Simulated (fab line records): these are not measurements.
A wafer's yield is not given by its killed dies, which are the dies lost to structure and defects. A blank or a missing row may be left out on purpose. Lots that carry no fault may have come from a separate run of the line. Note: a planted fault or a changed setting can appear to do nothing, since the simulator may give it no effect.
Split-lot trial / flow n5_finfet / route with 1938 steps; 7 lots, 21 wafers read

## ON THE SPLIT
At N5_BEOL_M9_HM_DEP_02 (deposits TiN, target thk 20 nm), the setting target_thk_a was moved away from the recipe's 200 angstrom on 9 of the 21 wafers read, by -13.1% to +9.9%. This setting was run at the recipe's value on the other wafers.

## FROM THE SPLIT TO THE READING: what the file shows between them, 8 steps
- N5_BEOL_M9_COAT_59: time 60 s, resist thk 100 nm
- N5_BEOL_M9_COAT_60: time 60 s, resist thk 30 nm
- N5_BEOL_M9_STRIP_68: strips in N2/H2
- N5_BEOL_M9_STRIP_67: strips in CF4
- N5_BEOL_M9_HM_OPEN_17: chemistry Cl2/BCl3, target TiN, target depth 20 nm, overetch 6 nm
- N5_BEOL_M9_STRIP_19: strips in O2
- N5_BEOL_M9_STRIP_73: strips in C4F6/O2
- N5_BEOL_M9_STRIP_36: strips in N2/H2

## THE READING
TiN_of_BEOL_M9_HM_DEP_02.thk_nm (the simulator's own value, which no gauge read), in nm, at N5_BEOL_M9_TRENCH_ETCH_37 (etches SiCOH lowk in C4F6/O2, target depth 151.43 nm, time 49 s). There is no usual value for it anywhere in the file. Average 15.9 nm, standard deviation 0.27 nm, over the 12 wafers here run with the recipe.

wafer=L075.1; tool, chamber at the split=pvd_sputter-01, -; target_thk_a as run, angstrom=173.8; against the recipe=-13.1%; TiN_of_BEOL_M9_HM_DEP_02.thk_nm, nm=13.2; against lot-mates on the recipe=-2.6
wafer=L075.5; tool, chamber at the split=pvd_sputter-01, -; target_thk_a as run, angstrom=173.8; against the recipe=-13.1%; TiN_of_BEOL_M9_HM_DEP_02.thk_nm, nm=13.2; against lot-mates on the recipe=-2.6
wafer=L075.6; tool, chamber at the split=pvd_sputter-01, -; target_thk_a as run, angstrom=200; against the recipe=recipe; TiN_of_BEOL_M9_HM_DEP_02.thk_nm, nm=15.8; against lot-mates on the recipe=-
wafer=L079.2; tool, chamber at the split=pvd_sputter-03, -; target_thk_a as run, angstrom=175.9; against the recipe=-12.0%; TiN_of_BEOL_M9_HM_DEP_02.thk_nm, nm=13.6; against lot-mates on the recipe=-2.4
wafer=L079.4; tool, chamber at the split=pvd_sputter-03, -; target_thk_a as run, angstrom=200; against the recipe=recipe; TiN_of_BEOL_M9_HM_DEP_02.thk_nm, nm=16; against lot-mates on the recipe=-
wafer=L079.6; tool, chamber at the split=pvd_sputter-03, -; target_thk_a as run, angstrom=175.9; against the recipe=-12.0%; TiN_of_BEOL_M9_HM_DEP_02.thk_nm, nm=13.8; against lot-mates on the recipe=-2.2
wafer=L078.3; tool, chamber at the split=pvd_sputter-03, -; target_thk_a as run, angstrom=200; against the recipe=recipe; TiN_of_BEOL_M9_HM_DEP_02.thk_nm, nm=16; against lot-mates on the recipe=-
wafer=L078.5; tool, chamber at the split=pvd_sputter-03, -; target_thk_a as run, angstrom=200; against the recipe=recipe; TiN_of_BEOL_M9_HM_DEP_02.thk_nm, nm=16; against lot-mates on the recipe=-
wafer=L078.6; tool, chamber at the split=pvd_sputter-03, -; target_thk_a as run, angstrom=200; against the recipe=recipe; TiN_of_BEOL_M9_HM_DEP_02.thk_nm, nm=15.8; against lot-mates on the recipe=-
wafer=L085.1; tool, chamber at the split=pvd_sputter-02, -; target_thk_a as run, angstrom=184.5; against the recipe=-7.8%; TiN_of_BEOL_M9_HM_DEP_02.thk_nm, nm=13.8; against lot-mates on the recipe=-1.8
wafer=L085.2; tool, chamber at the split=pvd_sputter-02, -; target_thk_a as run, angstrom=184.5; against the recipe=-7.8%; TiN_of_BEOL_M9_HM_DEP_02.thk_nm, nm=14; against lot-mates on the recipe=-1.6
wafer=L085.3; tool, chamber at the split=pvd_sputter-02, -; target_thk_a as run, angstrom=200; against the recipe=recipe; TiN_of_BEOL_M9_HM_DEP_02.thk_nm, nm=15.6; against lot-mates on the recipe=-
wafer=L091.3; tool, chamber at the split=pvd_sputter-02, -; target_thk_a as run, angstrom=219.8; against the recipe=+9.9%; TiN_of_BEOL_M9_HM_DEP_02.thk_nm, nm=18; against lot-mates on the recipe=+1.6
wafer=L091.4; tool, chamber at the split=pvd_sputter-02, -; target_thk_a as run, angstrom=200; against the recipe=recipe; TiN_of_BEOL_M9_HM_DEP_02.thk_nm, nm=16.4; against lot-mates on the recipe=-
wafer=L091.5; tool, chamber at the split=pvd_sputter-02, -; target_thk_a as run, angstrom=219.8; against the recipe=+9.9%; TiN_of_BEOL_M9_HM_DEP_02.thk_nm, nm=18.2; against lot-mates on the recipe=+1.8
wafer=L093.3; tool, chamber at the split=pvd_sputter-03, -; target_thk_a as run, angstrom=200; against the recipe=recipe; TiN_of_BEOL_M9_HM_DEP_02.thk_nm, nm=16.2; against lot-mates on the recipe=-
wafer=L093.4; tool, chamber at the split=pvd_sputter-03, -; target_thk_a as run, angstrom=183; against the recipe=-8.5%; TiN_of_BEOL_M9_HM_DEP_02.thk_nm, nm=14.6; against lot-mates on the recipe=-1.7
wafer=L093.5; tool, chamber at the split=pvd_sputter-03, -; target_thk_a as run, angstrom=200; against the recipe=recipe; TiN_of_BEOL_M9_HM_DEP_02.thk_nm, nm=16.4; against lot-mates on the recipe=-
wafer=L092.2; tool, chamber at the split=pvd_sputter-02, -; target_thk_a as run, angstrom=200; against the recipe=recipe; TiN_of_BEOL_M9_HM_DEP_02.thk_nm, nm=15.8; against lot-mates on the recipe=-
wafer=L092.3; tool, chamber at the split=pvd_sputter-02, -; target_thk_a as run, angstrom=200; against the recipe=recipe; TiN_of_BEOL_M9_HM_DEP_02.thk_nm, nm=15.6; against lot-mates on the recipe=-
wafer=L092.5; tool, chamber at the split=pvd_sputter-02, -; target_thk_a as run, angstrom=200; against the recipe=recipe; TiN_of_BEOL_M9_HM_DEP_02.thk_nm, nm=15.6; against lot-mates on the recipe=-

FIT RESULTS
A straight line over all 21 wafers: TiN_of_BEOL_M9_HM_DEP_02.thk_nm changes by +0.207 nm for each +1% of target_thk_a; r = +0.98; the points scatter about the line by 0.3 nm.
The same after taking each lot's own level away (the mean of its wafers on the recipe; 21 wafers): +0.191 nm for each +1%; r = +1.00; scatter 0.12 nm.
On that fit, the largest move of target_thk_a shifts the reading by 2.5 nm.
From 15.60 to 16.40 nm: that is the span of the lots' own levels, equal to 2.9 times the standard deviation above.
The two slopes are in agreement: the lot-to-lot level therefore moves the slope only a little.
Check: with one of the wafers moved furthest among these (-13.1%) left out of the fit, the line predicts -2.54 nm for it against its lot-mates. It came out at -2.6 nm against them.

## OTHER SPLITS ON THESE WAFERS
Other splits were also applied to these wafers ahead of the reading. Each is held against what the fit with the lots' levels taken away leaves over:
other split on the same wafers=N5_BEOL_M7_EXPOSE_08 dose_mj; wafers away from the commonest value=9; r with TiN_of_BEOL_M9_HM_DEP_02.thk_nm (lot level and that fit taken away)=+0.10
other split on the same wafers=N5_BEOL_M9_ILD_DEP_00 time_s; wafers away from the commonest value=5; r with TiN_of_BEOL_M9_HM_DEP_02.thk_nm (lot level and that fit taken away)=+0.19

## THE WHOLE CHAIN: every reading that the file lists as answering this split, in the file's order
step=N5_BEOL_M9_HM_DEP_02; what it does=deposits TiN, target thk 20 nm; reading=TiN_of_BEOL_M9_HM_DEP_02.thk_nm (the simulator's own value, which no gauge read); change (the file's fit)=+0.197 nm for each +1% of the setting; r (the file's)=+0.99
step=N5_BEOL_M9_HM_OPEN_17; what it does=chemistry Cl2/BCl3, target TiN, target depth 20 nm, overetch 6 nm; reading=etch.depth_nm (the simulator's own value, which no gauge read); change (the file's fit)=+0.195 nm for each +1% of the setting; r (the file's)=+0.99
step=N5_BEOL_M9_TRENCH_ETCH_37; what it does=etches SiCOH lowk in C4F6/O2, target depth 151.43 nm, time 49 s; reading=TiN_of_BEOL_M9_HM_DEP_02.thk_nm (the simulator's own value, which no gauge read); change (the file's fit)=+0.194 nm for each +1% of the setting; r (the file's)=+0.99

## FILE'S OWN FIT
TiN_of_BEOL_M9_HM_DEP_02.thk_nm changes by +0.194 nm for each +1% of target_thk_a, r = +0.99.
